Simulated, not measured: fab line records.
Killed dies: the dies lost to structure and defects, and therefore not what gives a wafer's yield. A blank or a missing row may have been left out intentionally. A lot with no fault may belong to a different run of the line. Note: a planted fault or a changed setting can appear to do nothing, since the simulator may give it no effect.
fab line records :: flow nand_harc
record
  lots=13
  wafers=39
  last_day=33
route steps=1302 shown A_CHANNEL_HOLE_D1@487 A_CHANNEL_FILL_D1@494
lots that met no fault: from a run of the same line without faults
start_h: hours from the record's opening day to when the first of the lot's shown wafers began :: wait_h: hours from the lot's prior step to this one :: " as in the row above :: L1.1+2: one row covering several wafers at once :: - no value present, or no start provided :: * or withheld: withheld :: < > ~ a bound
route shown NAME@n: names a module that has steps shown in the file, with the first one's number in the route :: usual: mean/standard deviation taken from wafers without a fault :: same: alike in all rows :: chamber/n: place in a boat :: sites: the reading at each site :: _std_site: standard deviation across them :: _edge_site: mean of outer sites minus mean of inner sites :: radius_mm: how far each site lies from the wafer's centre :: mask NAME#n: copy n :: behind: tool/chamber where the wafer was last shaped :: hold: why the lot was held/for how many hours/how that ended :: device: whichever transistor did not switch (one of n, p or np) :: end of line: the route-end tests of the same wafers :: a step with no rows: only its recipe :: killed: not the wafer's yield, but the dies lost to structure and defects at the first sort :: map: a wafer's dies, marking killed ones x, the rest . and places with no die _
set.NAME: the run value of the setting; set.NAME@STEP: its run value at that earlier step :: model.NAME: the simulator's own value behind a step, which no gauge read
one table for each step of the route and one row for each wafer, over a sample of lots
services: when a tool's chamber went out of use (start_h, in hours from the record's first day, below 0 if earlier), for how many hours, and the reason
## steps
# step NHARC_A_CHANNEL_HOLE_D1_CD_MEAS_30
# usual
  cd_nm=89.7/1.8
lot.wafer: L834.2
tool: cd_sem-03
chamber: -
start_h: 179.22
wait_h: -
cd_nm: 88.8

lot.wafer: L834.3
tool: cd_sem-03
chamber: -
start_h: 179.22
wait_h: -
cd_nm: 90.1

lot.wafer: L834.6
tool: cd_sem-03
chamber: -
start_h: 179.22
wait_h: -
cd_nm: 89.7

lot.wafer: L835.3
tool: cd_sem-03
chamber: -
start_h: 191.88
wait_h: -
cd_nm: 90.0

lot.wafer: L835.4
tool: cd_sem-03
chamber: -
start_h: 191.88
wait_h: -
cd_nm: 86.5

lot.wafer: L835.6
tool: cd_sem-03
chamber: -
start_h: 191.88
wait_h: -
cd_nm: 89.8

lot.wafer: L836.1
tool: cd_sem-02
chamber: -
start_h: 208.09
wait_h: -
cd_nm: 91.3

lot.wafer: L836.5
tool: cd_sem-02
chamber: -
start_h: 208.09
wait_h: -
cd_nm: 91.4

lot.wafer: L836.6
tool: cd_sem-02
chamber: -
start_h: 208.09
wait_h: -
cd_nm: 89.1

lot.wafer: L837.1
tool: cd_sem-01
chamber: -
start_h: 213.72
wait_h: -
cd_nm: 91.3

lot.wafer: L837.4
tool: cd_sem-01
chamber: -
start_h: 213.72
wait_h: -
cd_nm: 90.3

lot.wafer: L837.5
tool: cd_sem-01
chamber: -
start_h: 213.72
wait_h: -
cd_nm: 88.5

lot.wafer: L839.1
tool: cd_sem-02
chamber: -
start_h: 238.09
wait_h: -
cd_nm: 88.0

lot.wafer: L839.4
tool: cd_sem-02
chamber: -
start_h: 238.09
wait_h: -
cd_nm: 92.9

lot.wafer: L839.6
tool: cd_sem-02
chamber: -
start_h: 238.09
wait_h: -
cd_nm: 93.1

lot.wafer: L840.1
tool: cd_sem-03
chamber: -
start_h: 253.19
wait_h: -
cd_nm: 86.3

lot.wafer: L840.2
tool: cd_sem-03
chamber: -
start_h: 253.19
wait_h: -
cd_nm: 89.7

lot.wafer: L840.5
tool: cd_sem-03
chamber: -
start_h: 253.19
wait_h: -
cd_nm: 87.2

lot.wafer: L846.4
tool: cd_sem-03
chamber: -
start_h: 305.30
wait_h: -
cd_nm: 90.3

lot.wafer: L846.5
tool: cd_sem-03
chamber: -
start_h: 305.30
wait_h: -
cd_nm: 89.7

lot.wafer: L846.6
tool: cd_sem-03
chamber: -
start_h: 305.30
wait_h: -
cd_nm: 91.7

lot.wafer: L848.1
tool: cd_sem-03
chamber: -
start_h: 331.54
wait_h: -
cd_nm: 90.7

lot.wafer: L848.4
tool: cd_sem-03
chamber: -
start_h: 331.54
wait_h: -
cd_nm: 92.2

lot.wafer: L848.6
tool: cd_sem-03
chamber: -
start_h: 331.54
wait_h: -
cd_nm: 89.7

lot.wafer: L851.1
tool: cd_sem-03
chamber: -
start_h: 352.45
wait_h: -
cd_nm: 92.5

lot.wafer: L851.3
tool: cd_sem-03
chamber: -
start_h: 352.45
wait_h: -
cd_nm: 91.0

lot.wafer: L851.4
tool: cd_sem-03
chamber: -
start_h: 352.45
wait_h: -
cd_nm: 88.6

lot.wafer: L850.1
tool: cd_sem-03
chamber: -
start_h: 352.58
wait_h: -
cd_nm: 89.9

lot.wafer: L850.4
tool: cd_sem-03
chamber: -
start_h: 352.58
wait_h: -
cd_nm: 87.9

lot.wafer: L850.5
tool: cd_sem-03
chamber: -
start_h: 352.58
wait_h: -
cd_nm: 89.0

lot.wafer: L855.2
tool: cd_sem-02
chamber: -
start_h: 406.90
wait_h: -
cd_nm: 91.3

lot.wafer: L855.5
tool: cd_sem-02
chamber: -
start_h: 406.90
wait_h: -
cd_nm: 89.4

lot.wafer: L855.6
tool: cd_sem-02
chamber: -
start_h: 406.90
wait_h: -
cd_nm: 93.3

lot.wafer: L856.1
tool: cd_sem-02
chamber: -
start_h: 414.27
wait_h: -
cd_nm: 92.6

lot.wafer: L856.3
tool: cd_sem-02
chamber: -
start_h: 414.27
wait_h: -
cd_nm: 91.2

lot.wafer: L856.6
tool: cd_sem-02
chamber: -
start_h: 414.27
wait_h: -
cd_nm: 91.7

lot.wafer: L857.1
tool: cd_sem-03
chamber: -
start_h: 420.80
wait_h: -
cd_nm: 90.7

lot.wafer: L857.2
tool: cd_sem-03
chamber: -
start_h: 420.80
wait_h: -
cd_nm: 92.7

lot.wafer: L857.3
tool: cd_sem-03
chamber: -
start_h: 420.80
wait_h: -
cd_nm: 91.1
# step NHARC_A_CHANNEL_HOLE_D1_XSEM_31
# recipe
  landing_energy_ev=35000
# usual
  bot_cd_nm=74.3/1.9
  bow_nm=8.61/0.24
  tilt_deg=0.07/0.044
# same
  landing_energy_ev=35000
lot.wafer: L834.2
tool: xsem-02
chamber: 0
start_h: 179.32
wait_h: 0.1
bot_cd_nm: 72.4
bow_nm: 8.96
tilt_deg: -0.03

lot.wafer: L834.3
tool: xsem-02
chamber: 0
start_h: 179.32
wait_h: 0.1
bot_cd_nm: 74.4
bow_nm: 9.04
tilt_deg: -0.03

lot.wafer: L834.6
tool: xsem-02
chamber: 0
start_h: 179.32
wait_h: 0.1
bot_cd_nm: 74.0
bow_nm: 8.96
tilt_deg: -0.03

lot.wafer: L835.3
tool: xsem-02
chamber: 0
start_h: 191.98
wait_h: 0.1
bot_cd_nm: 74.1
bow_nm: 8.55
tilt_deg: 0.04

lot.wafer: L835.4
tool: xsem-02
chamber: 0
start_h: 191.98
wait_h: 0.1
bot_cd_nm: 71.2
bow_nm: 8.49
tilt_deg: 0.04

lot.wafer: L835.6
tool: xsem-02
chamber: 0
start_h: 191.98
wait_h: 0.1
bot_cd_nm: 74.3
bow_nm: 8.52
tilt_deg: 0.04

lot.wafer: L836.1
tool: xsem-01
chamber: 0
start_h: 208.17
wait_h: 0.1
bot_cd_nm: 75.9
bow_nm: 8.15
tilt_deg: 0.08

lot.wafer: L836.5
tool: xsem-01
chamber: 0
start_h: 208.17
wait_h: 0.1
bot_cd_nm: 75.9
bow_nm: 8.15
tilt_deg: 0.08

lot.wafer: L836.6
tool: xsem-01
chamber: 0
start_h: 208.17
wait_h: 0.1
bot_cd_nm: 73.5
bow_nm: 8.15
tilt_deg: 0.08

lot.wafer: L837.1
tool: xsem-01
chamber: 0
start_h: 213.81
wait_h: 0.1
bot_cd_nm: 74.9
bow_nm: 8.74
tilt_deg: 0.09

lot.wafer: L837.4
tool: xsem-01
chamber: 0
start_h: 213.81
wait_h: 0.1
bot_cd_nm: 75.5
bow_nm: 8.84
tilt_deg: 0.09

lot.wafer: L837.5
tool: xsem-01
chamber: 0
start_h: 213.81
wait_h: 0.1
bot_cd_nm: 73.5
bow_nm: 8.77
tilt_deg: 0.09

lot.wafer: L839.1
tool: xsem-01
chamber: 0
start_h: 238.18
wait_h: 0.1
bot_cd_nm: 71.9
bow_nm: 8.57
tilt_deg: 0.05

lot.wafer: L839.4
tool: xsem-01
chamber: 0
start_h: 238.18
wait_h: 0.1
bot_cd_nm: 77.3
bow_nm: 8.43
tilt_deg: 0.05

lot.wafer: L839.6
tool: xsem-01
chamber: 0
start_h: 238.18
wait_h: 0.1
bot_cd_nm: 77.5
bow_nm: 8.52
tilt_deg: 0.05

lot.wafer: L840.1
tool: xsem-01
chamber: 0
start_h: 253.28
wait_h: 0.1
bot_cd_nm: 71.7
bow_nm: 8.65
tilt_deg: 0.06

lot.wafer: L840.2
tool: xsem-01
chamber: 0
start_h: 253.28
wait_h: 0.1
bot_cd_nm: 74.0
bow_nm: 8.66
tilt_deg: 0.06

lot.wafer: L840.5
tool: xsem-01
chamber: 0
start_h: 253.28
wait_h: 0.1
bot_cd_nm: 71.3
bow_nm: 8.66
tilt_deg: 0.06

lot.wafer: L846.4
tool: xsem-02
chamber: 0
start_h: 305.40
wait_h: 0.1
bot_cd_nm: 75.1
bow_nm: 8.55
tilt_deg: 0.12

lot.wafer: L846.5
tool: xsem-02
chamber: 0
start_h: 305.40
wait_h: 0.1
bot_cd_nm: 74.8
bow_nm: 8.58
tilt_deg: 0.12

lot.wafer: L846.6
tool: xsem-02
chamber: 0
start_h: 305.40
wait_h: 0.1
bot_cd_nm: 76.7
bow_nm: 8.57
tilt_deg: 0.12

lot.wafer: L848.1
tool: xsem-01
chamber: 0
start_h: 331.62
wait_h: 0.1
bot_cd_nm: 75.4
bow_nm: 8.78
tilt_deg: 0.12

lot.wafer: L848.4
tool: xsem-01
chamber: 0
start_h: 331.62
wait_h: 0.1
bot_cd_nm: 75.4
bow_nm: 8.62
tilt_deg: 0.12

lot.wafer: L848.6
tool: xsem-01
chamber: 0
start_h: 331.62
wait_h: 0.1
bot_cd_nm: 73.5
bow_nm: 8.69
tilt_deg: 0.12

lot.wafer: L851.1
tool: xsem-01
chamber: 0
start_h: 352.54
wait_h: 0.1
bot_cd_nm: 78.0
bow_nm: 8.38
tilt_deg: 0.10

lot.wafer: L851.3
tool: xsem-01
chamber: 0
start_h: 352.54
wait_h: 0.1
bot_cd_nm: 75.8
bow_nm: 8.39
tilt_deg: 0.10

lot.wafer: L851.4
tool: xsem-01
chamber: 0
start_h: 352.54
wait_h: 0.1
bot_cd_nm: 73.5
bow_nm: 8.41
tilt_deg: 0.10

lot.wafer: L850.1
tool: xsem-02
chamber: 0
start_h: 352.68
wait_h: 0.1
bot_cd_nm: 75.2
bow_nm: 8.58
tilt_deg: 0.02

lot.wafer: L850.4
tool: xsem-02
chamber: 0
start_h: 352.68
wait_h: 0.1
bot_cd_nm: 71.7
bow_nm: 8.62
tilt_deg: 0.02

lot.wafer: L850.5
tool: xsem-02
chamber: 0
start_h: 352.68
wait_h: 0.1
bot_cd_nm: 72.9
bow_nm: 8.58
tilt_deg: 0.02

lot.wafer: L855.2
tool: xsem-01
chamber: 0
start_h: 406.99
wait_h: 0.1
bot_cd_nm: 74.9
bow_nm: 9.01
tilt_deg: 0.07

lot.wafer: L855.5
tool: xsem-01
chamber: 0
start_h: 406.99
wait_h: 0.1
bot_cd_nm: 73.7
bow_nm: 9.06
tilt_deg: 0.07

lot.wafer: L855.6
tool: xsem-01
chamber: 0
start_h: 406.99
wait_h: 0.1
bot_cd_nm: 78.0
bow_nm: 9.01
tilt_deg: 0.07

lot.wafer: L856.1
tool: xsem-02
chamber: 0
start_h: 414.36
wait_h: 0.1
bot_cd_nm: 78.3
bow_nm: 8.41
tilt_deg: 0.03

lot.wafer: L856.3
tool: xsem-02
chamber: 0
start_h: 414.36
wait_h: 0.1
bot_cd_nm: 76.5
bow_nm: 8.30
tilt_deg: 0.03

lot.wafer: L856.6
tool: xsem-02
chamber: 0
start_h: 414.36
wait_h: 0.1
bot_cd_nm: 76.8
bow_nm: 8.40
tilt_deg: 0.03

lot.wafer: L857.1
tool: xsem-01
chamber: 0
start_h: 420.89
wait_h: 0.1
bot_cd_nm: 76.2
bow_nm: 8.59
tilt_deg: 0.06

lot.wafer: L857.2
tool: xsem-01
chamber: 0
start_h: 420.89
wait_h: 0.1
bot_cd_nm: 77.1
bow_nm: 8.51
tilt_deg: 0.06

lot.wafer: L857.3
tool: xsem-01
chamber: 0
start_h: 420.89
wait_h: 0.1
bot_cd_nm: 76.0
bow_nm: 8.50
tilt_deg: 0.06
# step NHARC_A_CHANNEL_FILL_D1_ALD_14
# recipe
  target_thk_a=25
  pulse_time_s=10
  ald_cycles=25
  temp_c=300
  material=SiO2
# usual
  ald_cycles=25/0
  heater_power_w=488/60
  precursor_pulse_height_rel=0.998/0.019
lot.wafer: L834.2
tool: ald_hk-01
chamber: 1
start_h: 186.67
wait_h: 0.1
ald_cycles: 25
heater_power_w: 462
precursor_pulse_height_rel: 1.014

lot.wafer: L834.3
tool: ald_hk-01
chamber: 3
start_h: 186.67
wait_h: 0.1
ald_cycles: 25
heater_power_w: 505
precursor_pulse_height_rel: 1.019

lot.wafer: L834.6
tool: ald_hk-01
chamber: 0
start_h: 186.67
wait_h: 0.1
ald_cycles: 25
heater_power_w: 416
precursor_pulse_height_rel: 0.987

lot.wafer: L835.3
tool: ald_hk-02
chamber: 3
start_h: 199.24
wait_h: 0.0
ald_cycles: 25
heater_power_w: 521
precursor_pulse_height_rel: 0.973

lot.wafer: L835.4
tool: ald_hk-02
chamber: 1
start_h: 199.24
wait_h: 0.0
ald_cycles: 25
heater_power_w: 462
precursor_pulse_height_rel: 1.000

lot.wafer: L835.6
tool: ald_hk-02
chamber: 0
start_h: 199.24
wait_h: 0.0
ald_cycles: 25
heater_power_w: 417
precursor_pulse_height_rel: 0.961

lot.wafer: L836.1
tool: ald_hk-02
chamber: 2
start_h: 215.60
wait_h: 0.2
ald_cycles: 25
heater_power_w: 580
precursor_pulse_height_rel: 0.988

lot.wafer: L836.6
tool: ald_hk-02
chamber: 0
start_h: 215.60
wait_h: 0.2
ald_cycles: 25
heater_power_w: 419
precursor_pulse_height_rel: 1.028

lot.wafer: L836.5
tool: ald_hk-02
chamber: 1
start_h: 215.60
wait_h: 0.2
ald_cycles: 25
heater_power_w: 463
precursor_pulse_height_rel: 1.011

lot.wafer: L837.4
tool: ald_hk-01
chamber: 3
start_h: 221.77
wait_h: 0.0
ald_cycles: 25
heater_power_w: 509
precursor_pulse_height_rel: 0.975

lot.wafer: L837.1
tool: ald_hk-01
chamber: 0
start_h: 221.77
wait_h: 0.0
ald_cycles: 25
heater_power_w: 420
precursor_pulse_height_rel: 1.000

lot.wafer: L837.5
tool: ald_hk-01
chamber: 3
start_h: 221.77
wait_h: 0.0
ald_cycles: 25
heater_power_w: 504
precursor_pulse_height_rel: 1.008

lot.wafer: L839.1
tool: ald_hk-03
chamber: 1
start_h: 245.47
wait_h: 0.1
ald_cycles: 25
heater_power_w: 433
precursor_pulse_height_rel: 0.981

lot.wafer: L839.4
tool: ald_hk-03
chamber: 3
start_h: 245.47
wait_h: 0.1
ald_cycles: 25
heater_power_w: 544
precursor_pulse_height_rel: 0.992

lot.wafer: L839.6
tool: ald_hk-03
chamber: 1
start_h: 245.47
wait_h: 0.1
ald_cycles: 25
heater_power_w: 424
precursor_pulse_height_rel: 0.975

lot.wafer: L840.1
tool: ald_hk-01
chamber: 2
start_h: 261.51
wait_h: 0.1
ald_cycles: 25
heater_power_w: 618
precursor_pulse_height_rel: 0.990

lot.wafer: L840.2
tool: ald_hk-01
chamber: 3
start_h: 261.51
wait_h: 0.1
ald_cycles: 25
heater_power_w: 528
precursor_pulse_height_rel: 0.952

lot.wafer: L840.5
tool: ald_hk-01
chamber: 0
start_h: 261.51
wait_h: 0.1
ald_cycles: 25
heater_power_w: 410
precursor_pulse_height_rel: 0.998

lot.wafer: L846.4
tool: ald_hk-02
chamber: 3
start_h: 312.65
wait_h: 0.0
ald_cycles: 28
heater_power_w: 534
precursor_pulse_height_rel: 1.024

lot.wafer: L846.5
tool: ald_hk-02
chamber: 3
start_h: 312.65
wait_h: 0.0
ald_cycles: 28
heater_power_w: 539
precursor_pulse_height_rel: 1.010

lot.wafer: L846.6
tool: ald_hk-02
chamber: 0
start_h: 312.65
wait_h: 0.0
ald_cycles: 28
heater_power_w: 417
precursor_pulse_height_rel: 1.005

lot.wafer: L848.1
tool: ald_hk-02
chamber: 0
start_h: 338.94
wait_h: 0.0
ald_cycles: 28
heater_power_w: 413
precursor_pulse_height_rel: 1.009

lot.wafer: L848.4
tool: ald_hk-02
chamber: 1
start_h: 338.94
wait_h: 0.0
ald_cycles: 28
heater_power_w: 468
precursor_pulse_height_rel: 0.998

lot.wafer: L848.6
tool: ald_hk-02
chamber: 0
start_h: 338.94
wait_h: 0.0
ald_cycles: 28
heater_power_w: 414
precursor_pulse_height_rel: 0.997

lot.wafer: L850.4
tool: ald_hk-03
chamber: 3
start_h: 359.87
wait_h: 0.0
ald_cycles: 25
heater_power_w: 536
precursor_pulse_height_rel: 0.994

lot.wafer: L850.1
tool: ald_hk-03
chamber: 0
start_h: 359.87
wait_h: 0.0
ald_cycles: 25
heater_power_w: 527
precursor_pulse_height_rel: 0.990

lot.wafer: L850.5
tool: ald_hk-03
chamber: 3
start_h: 359.87
wait_h: 0.0
ald_cycles: 25
heater_power_w: 543
precursor_pulse_height_rel: 0.987

lot.wafer: L851.4
tool: ald_hk-01
chamber: 0
start_h: 359.87
wait_h: 0.0
ald_cycles: 25
heater_power_w: 427
precursor_pulse_height_rel: 0.988

lot.wafer: L851.3
tool: ald_hk-01
chamber: 1
start_h: 359.87
wait_h: 0.0
ald_cycles: 25
heater_power_w: 495
precursor_pulse_height_rel: 1.008

lot.wafer: L851.1
tool: ald_hk-01
chamber: 2
start_h: 359.87
wait_h: 0.0
ald_cycles: 25
heater_power_w: 594
precursor_pulse_height_rel: 0.984

lot.wafer: L855.2
tool: ald_hk-03
chamber: 0
start_h: 414.30
wait_h: 0.1
ald_cycles: 25
heater_power_w: 473
precursor_pulse_height_rel: 0.976

lot.wafer: L855.6
tool: ald_hk-03
chamber: 3
start_h: 414.30
wait_h: 0.1
ald_cycles: 25
heater_power_w: 576
precursor_pulse_height_rel: 0.973

lot.wafer: L855.5
tool: ald_hk-03
chamber: 0
start_h: 414.30
wait_h: 0.1
ald_cycles: 25
heater_power_w: 485
precursor_pulse_height_rel: 0.996

lot.wafer: L856.3
tool: ald_hk-03
chamber: 0
start_h: 421.63
wait_h: 0.0
ald_cycles: 25
heater_power_w: 469
precursor_pulse_height_rel: 1.031

lot.wafer: L856.1
tool: ald_hk-03
chamber: 3
start_h: 421.63
wait_h: 0.0
ald_cycles: 25
heater_power_w: 588
precursor_pulse_height_rel: 1.007

lot.wafer: L856.6
tool: ald_hk-03
chamber: 1
start_h: 421.63
wait_h: 0.0
ald_cycles: 25
heater_power_w: 444
precursor_pulse_height_rel: 0.974

lot.wafer: L857.2
tool: ald_hk-03
chamber: 2
start_h: 428.23
wait_h: 0.0
ald_cycles: 25
heater_power_w: 397
precursor_pulse_height_rel: 0.987

lot.wafer: L857.3
tool: ald_hk-03
chamber: 3
start_h: 428.23
wait_h: 0.0
ald_cycles: 25
heater_power_w: 569
precursor_pulse_height_rel: 1.046

lot.wafer: L857.1
tool: ald_hk-03
chamber: 0
start_h: 428.23
wait_h: 0.0
ald_cycles: 25
heater_power_w: 478
precursor_pulse_height_rel: 0.996
# step NHARC_A_CHANNEL_FILL_D1_ALD_16
# recipe
  target_thk_a=15
  pulse_time_s=10
  ald_cycles=15
  temp_c=300
  material=SiO2
# usual
  ald_cycles=15/0
  heater_power_w=494/58
  precursor_pulse_height_rel=0.999/0.021
lot.wafer: L834.3
tool: ald_hk-03
chamber: 1
start_h: 191.76
wait_h: 0.0
ald_cycles: 15
heater_power_w: 460
precursor_pulse_height_rel: 0.997

lot.wafer: L834.2
tool: ald_hk-03
chamber: 0
start_h: 191.76
wait_h: 0.0
ald_cycles: 15
heater_power_w: 468
precursor_pulse_height_rel: 0.980

lot.wafer: L834.6
tool: ald_hk-03
chamber: 2
start_h: 191.76
wait_h: 0.0
ald_cycles: 15
heater_power_w: 398
precursor_pulse_height_rel: 0.991

lot.wafer: L835.3
tool: ald_hk-03
chamber: 2
start_h: 204.73
wait_h: 0.1
ald_cycles: 15
heater_power_w: 406
precursor_pulse_height_rel: 0.996

lot.wafer: L835.4
tool: ald_hk-03
chamber: 3
start_h: 204.73
wait_h: 0.1
ald_cycles: 15
heater_power_w: 529
precursor_pulse_height_rel: 0.999

lot.wafer: L835.6
tool: ald_hk-03
chamber: 1
start_h: 204.73
wait_h: 0.1
ald_cycles: 15
heater_power_w: 472
precursor_pulse_height_rel: 0.961

lot.wafer: L836.1
tool: ald_hk-01
chamber: 1
start_h: 220.87
wait_h: 0.1
ald_cycles: 15
heater_power_w: 470
precursor_pulse_height_rel: 0.998

lot.wafer: L836.5
tool: ald_hk-01
chamber: 0
start_h: 220.87
wait_h: 0.1
ald_cycles: 15
heater_power_w: 418
precursor_pulse_height_rel: 0.997

lot.wafer: L836.6
tool: ald_hk-01
chamber: 1
start_h: 220.87
wait_h: 0.1
ald_cycles: 15
heater_power_w: 478
precursor_pulse_height_rel: 1.005

lot.wafer: L837.4
tool: ald_hk-01
chamber: 2
start_h: 226.91
wait_h: 0.0
ald_cycles: 15
heater_power_w: 612
precursor_pulse_height_rel: 0.973

lot.wafer: L837.1
tool: ald_hk-01
chamber: 3
start_h: 226.91
wait_h: 0.0
ald_cycles: 15
heater_power_w: 504
precursor_pulse_height_rel: 0.991

lot.wafer: L837.5
tool: ald_hk-01
chamber: 3
start_h: 226.91
wait_h: 0.0
ald_cycles: 15
heater_power_w: 516
precursor_pulse_height_rel: 0.981

lot.wafer: L839.4
tool: ald_hk-02
chamber: 0
start_h: 253.39
wait_h: 2.8
ald_cycles: 15
heater_power_w: 418
precursor_pulse_height_rel: 0.980

lot.wafer: L839.1
tool: ald_hk-02
chamber: 1
start_h: 253.39
wait_h: 2.8
ald_cycles: 15
heater_power_w: 480
precursor_pulse_height_rel: 1.006

lot.wafer: L839.6
tool: ald_hk-02
chamber: 0
start_h: 253.39
wait_h: 2.8
ald_cycles: 15
heater_power_w: 409
precursor_pulse_height_rel: 1.039

lot.wafer: L840.1
tool: ald_hk-02
chamber: 0
start_h: 266.64
wait_h: 0.1
ald_cycles: 15
heater_power_w: 411
precursor_pulse_height_rel: 1.004

lot.wafer: L840.2
tool: ald_hk-02
chamber: 1
start_h: 266.64
wait_h: 0.1
ald_cycles: 15
heater_power_w: 465
precursor_pulse_height_rel: 0.954

lot.wafer: L840.5
tool: ald_hk-02
chamber: 3
start_h: 266.64
wait_h: 0.1
ald_cycles: 15
heater_power_w: 539
precursor_pulse_height_rel: 1.025

lot.wafer: L846.4
tool: ald_hk-02
chamber: 0
start_h: 320.66
wait_h: 2.9
ald_cycles: 15
heater_power_w: 413
precursor_pulse_height_rel: 1.043

lot.wafer: L846.6
tool: ald_hk-02
chamber: 0
start_h: 320.66
wait_h: 2.9
ald_cycles: 15
heater_power_w: 418
precursor_pulse_height_rel: 1.013

lot.wafer: L846.5
tool: ald_hk-02
chamber: 1
start_h: 320.66
wait_h: 2.9
ald_cycles: 15
heater_power_w: 473
precursor_pulse_height_rel: 1.015

lot.wafer: L848.1
tool: ald_hk-02
chamber: 0
start_h: 344.15
wait_h: 0.1
ald_cycles: 15
heater_power_w: 427
precursor_pulse_height_rel: 0.987

lot.wafer: L848.4
tool: ald_hk-02
chamber: 1
start_h: 344.15
wait_h: 0.1
ald_cycles: 15
heater_power_w: 457
precursor_pulse_height_rel: 1.007

lot.wafer: L848.6
tool: ald_hk-02
chamber: 2
start_h: 344.15
wait_h: 0.1
ald_cycles: 15
heater_power_w: 562
precursor_pulse_height_rel: 1.025

lot.wafer: L850.4
tool: ald_hk-02
chamber: 1
start_h: 365.10
wait_h: 0.1
ald_cycles: 15
heater_power_w: 498
precursor_pulse_height_rel: 0.978

lot.wafer: L850.1
tool: ald_hk-02
chamber: 3
start_h: 365.10
wait_h: 0.1
ald_cycles: 15
heater_power_w: 523
precursor_pulse_height_rel: 1.006

lot.wafer: L850.5
tool: ald_hk-02
chamber: 1
start_h: 365.10
wait_h: 0.1
ald_cycles: 15
heater_power_w: 499
precursor_pulse_height_rel: 0.972

lot.wafer: L851.4
tool: ald_hk-02
chamber: 0
start_h: 365.26
wait_h: 0.2
ald_cycles: 15
heater_power_w: 445
precursor_pulse_height_rel: 1.044

lot.wafer: L851.3
tool: ald_hk-02
chamber: 1
start_h: 365.26
wait_h: 0.2
ald_cycles: 15
heater_power_w: 493
precursor_pulse_height_rel: 1.051

lot.wafer: L851.1
tool: ald_hk-02
chamber: 2
start_h: 365.26
wait_h: 0.2
ald_cycles: 15
heater_power_w: 573
precursor_pulse_height_rel: 1.003

lot.wafer: L855.2
tool: ald_hk-01
chamber: 0
start_h: 419.51
wait_h: 0.1
ald_cycles: 15
heater_power_w: 428
precursor_pulse_height_rel: 0.975

lot.wafer: L855.5
tool: ald_hk-01
chamber: 2
start_h: 419.51
wait_h: 0.1
ald_cycles: 15
heater_power_w: 617
precursor_pulse_height_rel: 1.045

lot.wafer: L855.6
tool: ald_hk-01
chamber: 3
start_h: 419.51
wait_h: 0.1
ald_cycles: 15
heater_power_w: 520
precursor_pulse_height_rel: 0.997

lot.wafer: L856.1
tool: ald_hk-01
chamber: 2
start_h: 426.81
wait_h: 0.0
ald_cycles: 15
heater_power_w: 581
precursor_pulse_height_rel: 0.955

lot.wafer: L856.3
tool: ald_hk-01
chamber: 3
start_h: 426.81
wait_h: 0.0
ald_cycles: 15
heater_power_w: 510
precursor_pulse_height_rel: 0.973

lot.wafer: L856.6
tool: ald_hk-01
chamber: 2
start_h: 426.81
wait_h: 0.0
ald_cycles: 15
heater_power_w: 595
precursor_pulse_height_rel: 1.010

lot.wafer: L857.2
tool: ald_hk-02
chamber: 2
start_h: 433.40
wait_h: 0.0
ald_cycles: 15
heater_power_w: 563
precursor_pulse_height_rel: 0.993

lot.wafer: L857.3
tool: ald_hk-02
chamber: 0
start_h: 433.40
wait_h: 0.0
ald_cycles: 15
heater_power_w: 443
precursor_pulse_height_rel: 0.969

lot.wafer: L857.1
tool: ald_hk-02
chamber: 1
start_h: 433.40
wait_h: 0.0
ald_cycles: 15
heater_power_w: 491
precursor_pulse_height_rel: 0.967
## services
tool: ald_hk-02
chamber: -
start_h: 172.13
hours: 10.0
kind: pm

tool: ald_hk-02
chamber: 0
start_h: 172.13
hours: 10.0
kind: vent_cycle

tool: ald_hk-02
chamber: 1
start_h: 172.13
hours: 10.0
kind: vent_cycle

tool: ald_hk-02
chamber: 2
start_h: 172.13
hours: 10.0
kind: vent_cycle

tool: ald_hk-02
chamber: 3
start_h: 172.13
hours: 10.0
kind: vent_cycle

tool: ald_hk-02
chamber: 0
start_h: 182.13
hours: -
kind: clean

tool: ald_hk-02
chamber: 1
start_h: 182.13
hours: -
kind: clean

tool: ald_hk-02
chamber: 2
start_h: 182.13
hours: -
kind: clean

tool: ald_hk-02
chamber: 3
start_h: 182.13
hours: -
kind: clean

tool: ald_hk-02
chamber: -
start_h: 208.40
hours: 1.2
kind: repair

tool: ald_hk-03
chamber: -
start_h: 217.11
hours: 10.0
kind: pm

tool: ald_hk-01
chamber: -
start_h: 299.25
hours: 10.0
kind: pm

tool: ald_hk-02
chamber: -
start_h: 334.01
hours: 0.8
kind: repair

tool: ald_hk-02
chamber: -
start_h: 350.13
hours: 10.0
kind: pm

tool: ald_hk-02
chamber: 0
start_h: 350.13
hours: 10.0
kind: vent_cycle

tool: ald_hk-02
chamber: 1
start_h: 350.13
hours: 10.0
kind: vent_cycle

tool: ald_hk-02
chamber: 2
start_h: 350.13
hours: 10.0
kind: vent_cycle

tool: ald_hk-02
chamber: 3
start_h: 350.13
hours: 10.0
kind: vent_cycle

tool: ald_hk-02
chamber: 0
start_h: 360.13
hours: -
kind: clean

tool: ald_hk-02
chamber: 1
start_h: 360.13
hours: -
kind: clean

tool: ald_hk-02
chamber: 2
start_h: 360.13
hours: -
kind: clean

tool: ald_hk-02
chamber: 3
start_h: 360.13
hours: -
kind: clean

tool: xsem-01
chamber: -
start_h: 374.00
hours: 14.0
kind: pm

tool: ald_hk-01
chamber: -
start_h: 389.91
hours: 1.8
kind: repair
## key
first_sign
  step=NHARC_A_CHANNEL_FILL_D1_ALD_14
  reading=ald_cycles
  direction=up
  sigmas=99+
  usual=25
  struck=28
effect none on later readings
met_at NHARC_A_CHANNEL_FILL_D1_ALD_14
struck_lots L846,L848
tester_left_out L846,L848
not_acting_at NHARC_A_CHANNEL_HOLE_D1_CD_MEAS_30,NHARC_A_CHANNEL_HOLE_D1_XSEM_31,NHARC_A_CHANNEL_FILL_D1_ALD_16
onset_between 215.60 312.65
fault
  kind=process_parameter_drift
  tool=ald_hk-02
  chamber=-
  onset_h=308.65
  steps=NHARC_A_CHANNEL_FILL_D1_ALD_14
  channel=ald_cycles
  offset=3
  shape=step
  end_h=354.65
  acts_in=these_recipes_only
  stated=25
# tester_left_out: of these lots the tester's yield and bins aren't shown, on N5 and GAA mostly nor the transistor test; their killed dies are dies lost to structure and defects alone, not to doping, threshold or leakage, so they don't give the yield
